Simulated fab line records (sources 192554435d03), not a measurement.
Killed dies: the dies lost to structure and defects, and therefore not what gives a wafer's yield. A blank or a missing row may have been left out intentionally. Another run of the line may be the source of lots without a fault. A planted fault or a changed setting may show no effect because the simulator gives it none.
Which tool did it? || flow n5_finfet || 9 lots with 27 wafers sampled at 5 steps, on a route of 1938 steps

== WHAT EACH GAUGE READ, for each wafer ==
N5_STI_FIN_REVEAL_CD_MEAS_22: target cd 6.238 nm, pitch 28 nm. Usual: cd_nm at 6.4 nm, with a standard deviation of 0.31.
{"lot": "L407", "measured": "day 3 09:59", "on": "cd_sem-03", "cd_nm (nm)": "6.9 6.3 6.8", "flag": ""}
{"lot": "L410", "measured": "day 4 10:29", "on": "cd_sem-01", "cd_nm (nm)": "6.8 6.6 6.2", "flag": ""}
{"lot": "L413", "measured": "day 4 18:51", "on": "cd_sem-02", "cd_nm (nm)": "6.5 6.1 6.6", "flag": ""}
{"lot": "L415", "measured": "day 5 07:11", "on": "cd_sem-01", "cd_nm (nm)": "6.5 6.5 6.3", "flag": ""}
{"lot": "L419", "measured": "day 6 06:14", "on": "cd_sem-02", "cd_nm (nm)": "5.6 6.8 6.8", "flag": ""}
{"lot": "L422", "measured": "day 7 00:31", "on": "cd_sem-03", "cd_nm (nm)": "6.3 6.3 6.3", "flag": ""}
{"lot": "L425", "measured": "day 7 20:07", "on": "cd_sem-03", "cd_nm (nm)": "6.6 6.4 6.3", "flag": ""}
{"lot": "L426", "measured": "day 8 01:40", "on": "cd_sem-01", "cd_nm (nm)": "6.3 6.6 6.7", "flag": ""}
{"lot": "L427", "measured": "day 8 07:42", "on": "cd_sem-03", "cd_nm (nm)": "6.7 6.3 6.5", "flag": ""}

N5_BEOL_M4_RC_MEAS_101. Usual: DIBL_N 37.1 mV/V, standard deviation 2.6; DIBL_P 38 mV/V, standard deviation 3; IOFF_N 0.18 nA/um, standard deviation 0.052; IOFF_P 0.25 nA/um, standard deviation 0.06; ION_N 678 uA/um, standard deviation 15; ION_P 467 uA/um, standard deviation 8.6; SS_N 71.7 mV/dec, standard deviation 0.73; SS_P 73.7 mV/dec, standard deviation 0.89; VT_N 249 mV, standard deviation 4.3; VT_P -248 mV, standard deviation 3.8.
{"lot": "L407", "measured": "day 11 17:44", "on": "prober-01", "DIBL_N (mV/V)": "37.3 36.6 36.6", "DIBL_P (mV/V)": "39 36 38", "IOFF_N (nA/um)": "0.21 0.16 0.18", "IOFF_P (nA/um)": "0.29 0.23 0.29", "ION_N (uA/um)": "708 683 682", "ION_P (uA/um)": "478 467 476", "SS_N (mV/dec)": "71.3 72.1 70.9", "SS_P (mV/dec)": "74.5 73.8 74.0", "VT_N (mV)": "242 248 243", "VT_P (mV)": "-242 -246 -243", "flag": ""}
{"lot": "L410", "measured": "day 12 01:40", "on": "prober-01", "DIBL_N (mV/V)": "34.9 38.1 35.8", "DIBL_P (mV/V)": "35 40 36", "IOFF_N (nA/um)": "0.13 0.20 0.15", "IOFF_P (nA/um)": "0.22 0.34 0.23", "ION_N (uA/um)": "659 688 673", "ION_P (uA/um)": "466 477 465", "SS_N (mV/dec)": "70.7 71.9 71.4", "SS_P (mV/dec)": "73.4 74.2 73.5", "VT_N (mV)": "253 247 250", "VT_P (mV)": "-248 -244 -249", "flag": ""}
{"lot": "L413", "measured": "day 12 19:27", "on": "prober-01", "DIBL_N (mV/V)": "39.6 37.3 39.5", "DIBL_P (mV/V)": "41 38 40", "IOFF_N (nA/um)": "0.20 0.16 0.21", "IOFF_P (nA/um)": "0.31 0.21 0.27", "ION_N (uA/um)": "679 690 693", "ION_P (uA/um)": "463 469 471", "SS_N (mV/dec)": "72.1 71.5 72.2", "SS_P (mV/dec)": "75.1 73.7 73.5", "VT_N (mV)": "250 252 245", "VT_P (mV)": "-246 -249 -247", "flag": ""}
{"lot": "L415", "measured": "day 13 06:21", "on": "prober-02", "DIBL_N (mV/V)": "36.6 35.2 36.7", "DIBL_P (mV/V)": "37 37 37", "IOFF_N (nA/um)": "0.17 0.15 0.16", "IOFF_P (nA/um)": "0.21 0.21 0.21", "ION_N (uA/um)": "681 683 671", "ION_P (uA/um)": "462 474 460", "SS_N (mV/dec)": "72.2 71.9 71.5", "SS_P (mV/dec)": "73.4 73.5 73.6", "VT_N (mV)": "250 251 250", "VT_P (mV)": "-248 -249 -251", "flag": ""}
{"lot": "L419", "measured": "day 14 05:19", "on": "prober-01", "DIBL_N (mV/V)": "34.6 38.4 40.5", "DIBL_P (mV/V)": "36 38 41", "IOFF_N (nA/um)": "0.12 0.18 0.23", "IOFF_P (nA/um)": "0.22 0.24 0.32", "ION_N (uA/um)": "669 671 693", "ION_P (uA/um)": "471 469 476", "SS_N (mV/dec)": "71.3 71.9 72.6", "SS_P (mV/dec)": "73.4 73.8 74.8", "VT_N (mV)": "256 250 246", "VT_P (mV)": "-249 -248 -243", "flag": ""}
{"lot": "L422", "measured": "day 15 15:47", "on": "prober-01", "DIBL_N (mV/V)": "32.3 36.0 32.8", "DIBL_P (mV/V)": "34 38 34", "IOFF_N (nA/um)": "0.11 0.17 0.12", "IOFF_P (nA/um)": "0.17 0.25 0.18", "ION_N (uA/um)": "661 662 671", "ION_P (uA/um)": "452 461 469", "SS_N (mV/dec)": "70.5 72.2 70.6", "SS_P (mV/dec)": "71.0 74.0 71.9", "VT_N (mV)": "253 247 254", "VT_P (mV)": "-252 -248 -252", "flag": ""}
{"lot": "L425", "measured": "day 17 18:43", "on": "prober-01", "DIBL_N (mV/V)": "43.7 38.2 37.7", "DIBL_P (mV/V)": "45 38 37", "IOFF_N (nA/um)": "0.34 0.18 0.17", "IOFF_P (nA/um)": "0.39 0.24 0.23", "ION_N (uA/um)": "692 696 677", "ION_P (uA/um)": "472 478 467", "SS_N (mV/dec)": "73.6 71.0 71.5", "SS_P (mV/dec)": "75.9 73.4 74.3", "VT_N (mV)": "243 249 250", "VT_P (mV)": "-243 -248 -248", "flag": ""}
{"lot": "L426", "measured": "day 16 07:49", "on": "prober-02", "DIBL_N (mV/V)": "36.5 37.0 38.3", "DIBL_P (mV/V)": "39 39 41", "IOFF_N (nA/um)": "0.19 0.19 0.23", "IOFF_P (nA/um)": "0.26 0.26 0.30", "ION_N (uA/um)": "704 674 700", "ION_P (uA/um)": "484 462 477", "SS_N (mV/dec)": "71.2 72.0 71.3", "SS_P (mV/dec)": "74.6 73.8 74.7", "VT_N (mV)": "244 248 245", "VT_P (mV)": "-243 -248 -248", "flag": ""}
{"lot": "L427", "measured": "day 16 15:21", "on": "prober-02", "DIBL_N (mV/V)": "39.7 40.2 38.0", "DIBL_P (mV/V)": "42 42 39", "IOFF_N (nA/um)": "0.26 0.25 0.22", "IOFF_P (nA/um)": "0.32 0.33 0.26", "ION_N (uA/um)": "694 682 681", "ION_P (uA/um)": "474 475 466", "SS_N (mV/dec)": "72.8 72.6 72.4", "SS_P (mV/dec)": "75.2 74.5 74.2", "VT_N (mV)": "241 246 245", "VT_P (mV)": "-245 -245 -246", "flag": ""}

== TOOL THAT RAN EACH LOT (tool first, then ch and the chambers of the sampled wafers, then the start) ==
{"lot": "L407", "N5_STI_FIN_REVEAL_OXIDATION_33": "plasma_asher-02 ch 0,1, day 3 09:50", "N5_SPACER0_ALD_08": "ald_sin-01 ch 0,1, day 3 21:47", "N5_SD_EPI_N_ETCH_34": "rie_diel-05 ch 0,1,3, day 3 22:28"}
{"lot": "L410", "N5_STI_FIN_REVEAL_OXIDATION_33": "plasma_asher-01 ch 0,1, day 4 10:19", "N5_SPACER0_ALD_08": "ald_sin-01 ch 0,1,3, day 4 20:59", "N5_SD_EPI_N_ETCH_34": "rie_diel-01 ch 0,1,2, day 4 21:40"}
{"lot": "L413", "N5_STI_FIN_REVEAL_OXIDATION_33": "plasma_asher-02 ch 0,1, day 4 18:41", "N5_SPACER0_ALD_08": "ald_sin-03 ch 0,2,3, day 5 08:25", "N5_SD_EPI_N_ETCH_34": "rie_diel-05 ch 0,1,2, day 5 09:06"}
{"lot": "L415", "N5_STI_FIN_REVEAL_OXIDATION_33": "plasma_asher-01 ch 0,1, day 5 07:01", "N5_SPACER0_ALD_08": "ald_sin-01 ch 0,1,3, day 5 17:31", "N5_SD_EPI_N_ETCH_34": "rie_diel-04 ch 0,1,3, day 5 18:12"}
{"lot": "L419", "N5_STI_FIN_REVEAL_OXIDATION_33": "plasma_asher-01 ch 0,1, day 6 06:05", "N5_SPACER0_ALD_08": "ald_sin-03 ch 1,3, day 6 17:01", "N5_SD_EPI_N_ETCH_34": "rie_diel-05 ch 0,1, day 6 17:42"}
{"lot": "L422", "N5_STI_FIN_REVEAL_OXIDATION_33": "plasma_asher-02 ch 0,1, day 7 00:21", "N5_SPACER0_ALD_08": "ald_sin-01 ch 0,3, day 7 13:13", "N5_SD_EPI_N_ETCH_34": "rie_diel-05 ch 0,1,2, day 7 13:53"}
{"lot": "L425", "N5_STI_FIN_REVEAL_OXIDATION_33": "plasma_asher-01 ch 0,1, day 7 19:58", "N5_SPACER0_ALD_08": "ald_sin-01 ch 0,2, day 8 07:03", "N5_SD_EPI_N_ETCH_34": "rie_diel-04 ch 2,3, day 8 07:44"}
{"lot": "L426", "N5_STI_FIN_REVEAL_OXIDATION_33": "plasma_asher-01 ch 0,1, day 8 01:30", "N5_SPACER0_ALD_08": "ald_sin-01 ch 1,2,3, day 8 12:32", "N5_SD_EPI_N_ETCH_34": "rie_diel-04 ch 0,1,3, day 8 13:13"}
{"lot": "L427", "N5_STI_FIN_REVEAL_OXIDATION_33": "plasma_asher-02 ch 0,1, day 8 07:32", "N5_SPACER0_ALD_08": "ald_sin-01 ch 2,3, day 8 18:49", "N5_SD_EPI_N_ETCH_34": "rie_diel-01 ch 0,2,3, day 8 19:23"}
- N5_STI_FIN_REVEAL_OXIDATION_33: chemistry O2 PLASMA REMOTE, time 20 s.
- N5_SPACER0_ALD_08: deposits SiNx, target thk 2 nm.
- N5_SD_EPI_N_ETCH_34: etches SiARC in CF4, target depth 45.5 nm, time 75.8 s.

== AS READ BY THE TOOLS THEMSELVES (means over the sampled wafers that have a number; for cases with no such wafer, the mark the record gives instead) ==
N5_STI_FIN_REVEAL_OXIDATION_33. Usual: chamber_pressure_mTorr 999.9 mTorr, standard deviation 1; drypump_motor_current_A 5.56 A, standard deviation 0.2; heater_power_w 138 W, standard deviation 17; rf_fwd_power_W 1978 W, standard deviation 9.6.
{"lot": "L407", "tool": "plasma_asher-02", "chamber_pressure_mTorr (mTorr)": 1000.4, "drypump_motor_current_A (A)": 5.70, "heater_power_w (W)": 134, "rf_fwd_power_W (W)": 1978, "flag": ""}
{"lot": "L410", "tool": "plasma_asher-01", "chamber_pressure_mTorr (mTorr)": 1000.2, "drypump_motor_current_A (A)": 5.35, "heater_power_w (W)": 133, "rf_fwd_power_W (W)": 1981, "flag": ""}
{"lot": "L413", "tool": "plasma_asher-02", "chamber_pressure_mTorr (mTorr)": 999.7, "drypump_motor_current_A (A)": 5.77, "heater_power_w (W)": 134, "rf_fwd_power_W (W)": 1976, "flag": ""}
{"lot": "L415", "tool": "plasma_asher-01", "chamber_pressure_mTorr (mTorr)": 1000.5, "drypump_motor_current_A (A)": 5.44, "heater_power_w (W)": 149, "rf_fwd_power_W (W)": 1977, "flag": ""}
{"lot": "L419", "tool": "plasma_asher-01", "chamber_pressure_mTorr (mTorr)": 998.9, "drypump_motor_current_A (A)": 5.38, "heater_power_w (W)": 132, "rf_fwd_power_W (W)": 1982, "flag": ""}
{"lot": "L422", "tool": "plasma_asher-02", "chamber_pressure_mTorr (mTorr)": 1000.8, "drypump_motor_current_A (A)": 5.71, "heater_power_w (W)": 134, "rf_fwd_power_W (W)": 1977, "flag": ""}
{"lot": "L425", "tool": "plasma_asher-01", "chamber_pressure_mTorr (mTorr)": 999.2, "drypump_motor_current_A (A)": 5.44, "heater_power_w (W)": 149, "rf_fwd_power_W (W)": 1965, "flag": ""}
{"lot": "L426", "tool": "plasma_asher-01", "chamber_pressure_mTorr (mTorr)": 1000.3, "drypump_motor_current_A (A)": 5.46, "heater_power_w (W)": 150, "rf_fwd_power_W (W)": 1975, "flag": ""}
{"lot": "L427", "tool": "plasma_asher-02", "chamber_pressure_mTorr (mTorr)": 999.7, "drypump_motor_current_A (A)": 5.79, "heater_power_w (W)": 134, "rf_fwd_power_W (W)": 1987, "flag": ""}

N5_SPACER0_ALD_08. Usual: heater_power_w at 853 W, with a standard deviation of 93.
{"lot": "L407", "tool": "ald_sin-01", "heater_power_w (W)": 937, "flag": ""}
{"lot": "L410", "tool": "ald_sin-01", "heater_power_w (W)": 877, "flag": ""}
{"lot": "L413", "tool": "ald_sin-03", "heater_power_w (W)": 812, "flag": ""}
{"lot": "L415", "tool": "ald_sin-01", "heater_power_w (W)": 863, "flag": ""}
{"lot": "L419", "tool": "ald_sin-03", "heater_power_w (W)": 864, "flag": ""}
{"lot": "L422", "tool": "ald_sin-01", "heater_power_w (W)": 822, "flag": ""}
{"lot": "L425", "tool": "ald_sin-01", "heater_power_w (W)": 802, "flag": ""}
{"lot": "L426", "tool": "ald_sin-01", "heater_power_w (W)": 840, "flag": ""}
{"lot": "L427", "tool": "ald_sin-01", "heater_power_w (W)": 773, "flag": ""}

N5_SD_EPI_N_ETCH_34. Usual: chamber_pressure_mTorr 40.00 mTorr, standard deviation 0.035; drypump_motor_current_A 5.6 A, standard deviation 0.56; etch_rf_on_time_s 76.6 s, standard deviation 2.2; oes_product_au 0.67 a.u., standard deviation 0.07; rf_fwd_power_W 539.3 W, standard deviation 2.7; rf_vpp_V 184.1 V, standard deviation 1; showerhead_plenum_p_Torr 2.15 Torr, standard deviation 0.047; throttle_valve_pct 15.43 %, standard deviation 0.17.
{"lot": "L407", "tool": "rie_diel-05", "chamber_pressure_mTorr (mTorr)": 40.00, "drypump_motor_current_A (A)": 5.7, "etch_rf_on_time_s (s)": 78.7, "oes_product_au (a.u.)": 0.68, "rf_fwd_power_W (W)": 538.3, "rf_vpp_V (V)": 183.4, "showerhead_plenum_p_Torr (Torr)": 2.14, "throttle_valve_pct (%)": 15.50, "flag": ""}
{"lot": "L410", "tool": "rie_diel-01", "chamber_pressure_mTorr (mTorr)": 40.01, "drypump_motor_current_A (A)": 5.3, "etch_rf_on_time_s (s)": 75.9, "oes_product_au (a.u.)": 0.62, "rf_fwd_power_W (W)": 538.9, "rf_vpp_V (V)": 183.8, "showerhead_plenum_p_Torr (Torr)": 2.14, "throttle_valve_pct (%)": 15.53, "flag": ""}
{"lot": "L413", "tool": "rie_diel-05", "chamber_pressure_mTorr (mTorr)": 40.02, "drypump_motor_current_A (A)": 5.7, "etch_rf_on_time_s (s)": 77.3, "oes_product_au (a.u.)": 0.71, "rf_fwd_power_W (W)": 539.6, "rf_vpp_V (V)": 184.8, "showerhead_plenum_p_Torr (Torr)": 2.16, "throttle_valve_pct (%)": 15.34, "flag": ""}
{"lot": "L415", "tool": "rie_diel-04", "chamber_pressure_mTorr (mTorr)": 39.98, "drypump_motor_current_A (A)": 6.3, "etch_rf_on_time_s (s)": 75.5, "oes_product_au (a.u.)": 0.67, "rf_fwd_power_W (W)": 538.1, "rf_vpp_V (V)": 184.0, "showerhead_plenum_p_Torr (Torr)": 2.17, "throttle_valve_pct (%)": 15.51, "flag": ""}
{"lot": "L419", "tool": "rie_diel-05", "chamber_pressure_mTorr (mTorr)": 40.00, "drypump_motor_current_A (A)": 6.0, "etch_rf_on_time_s (s)": 104.4, "oes_product_au (a.u.)": 0.67, "rf_fwd_power_W (W)": 538.5, "rf_vpp_V (V)": 184.3, "showerhead_plenum_p_Torr (Torr)": 2.13, "throttle_valve_pct (%)": 15.33, "flag": "OFF"}
{"lot": "L422", "tool": "rie_diel-05", "chamber_pressure_mTorr (mTorr)": 39.99, "drypump_motor_current_A (A)": 5.7, "etch_rf_on_time_s (s)": 90.2, "oes_product_au (a.u.)": 0.66, "rf_fwd_power_W (W)": 539.2, "rf_vpp_V (V)": 184.0, "showerhead_plenum_p_Torr (Torr)": 2.15, "throttle_valve_pct (%)": 15.37, "flag": "OFF"}
{"lot": "L425", "tool": "rie_diel-04", "chamber_pressure_mTorr (mTorr)": 39.98, "drypump_motor_current_A (A)": 5.4, "etch_rf_on_time_s (s)": 79.3, "oes_product_au (a.u.)": 0.62, "rf_fwd_power_W (W)": 540.4, "rf_vpp_V (V)": 184.9, "showerhead_plenum_p_Torr (Torr)": 2.16, "throttle_valve_pct (%)": 15.31, "flag": ""}
{"lot": "L426", "tool": "rie_diel-04", "chamber_pressure_mTorr (mTorr)": 40.01, "drypump_motor_current_A (A)": 6.2, "etch_rf_on_time_s (s)": 75.6, "oes_product_au (a.u.)": 0.65, "rf_fwd_power_W (W)": 536.8, "rf_vpp_V (V)": 184.8, "showerhead_plenum_p_Torr (Torr)": 2.17, "throttle_valve_pct (%)": 15.55, "flag": ""}
{"lot": "L427", "tool": "rie_diel-01", "chamber_pressure_mTorr (mTorr)": 40.05, "drypump_motor_current_A (A)": 5.4, "etch_rf_on_time_s (s)": 76.4, "oes_product_au (a.u.)": 0.64, "rf_fwd_power_W (W)": 538.2, "rf_vpp_V (V)": 183.6, "showerhead_plenum_p_Torr (Torr)": 2.09, "throttle_valve_pct (%)": 15.51, "flag": ""}

== THE ANSWER, worked out from the rows above alone ==
Rule: lot off if the mean of its wafers having a number is beyond 3 standard deviations from the usual mean. Also off: a lot with no number at a reading for which 4 or more lots have one. Where the step has rows for the other lots, those lots are counted as sound. The gauges are gone through in route order, then the tools' own readings, and for those a lot's mean is taken as printed above. The first step at which some lot is off is used, and at that step the reading that is off furthest; a lot without a number counts as furthest.
Off: L419, L422, at N5_SD_EPI_N_ETCH_34 (etch_rf_on_time_s).
If a tool, at that step or one of the process steps before it, ran each lot that is off and ran no sound lot following the first of them, it fits. One fits: rie_diel-05 at N5_SD_EPI_N_ETCH_34. Its last sound lot is L413 (day 5 09:06), its first lot that is off L419 (day 6 17:42): a fault that began between those two fits.
The tool's own readings at N5_SD_EPI_N_ETCH_34 bear it out: on the lots that are off they differ by more than 5 times the standard deviation of the sound lots' means. etch_rf_on_time_s reads 97.3 s there against 77.0 s on the sound lots.

== WHAT THE SIMULATOR HAD PUT IN ==
rie_diel-05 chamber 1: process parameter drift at N5_SD_EPI_N_ETCH_34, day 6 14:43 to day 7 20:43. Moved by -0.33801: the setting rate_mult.
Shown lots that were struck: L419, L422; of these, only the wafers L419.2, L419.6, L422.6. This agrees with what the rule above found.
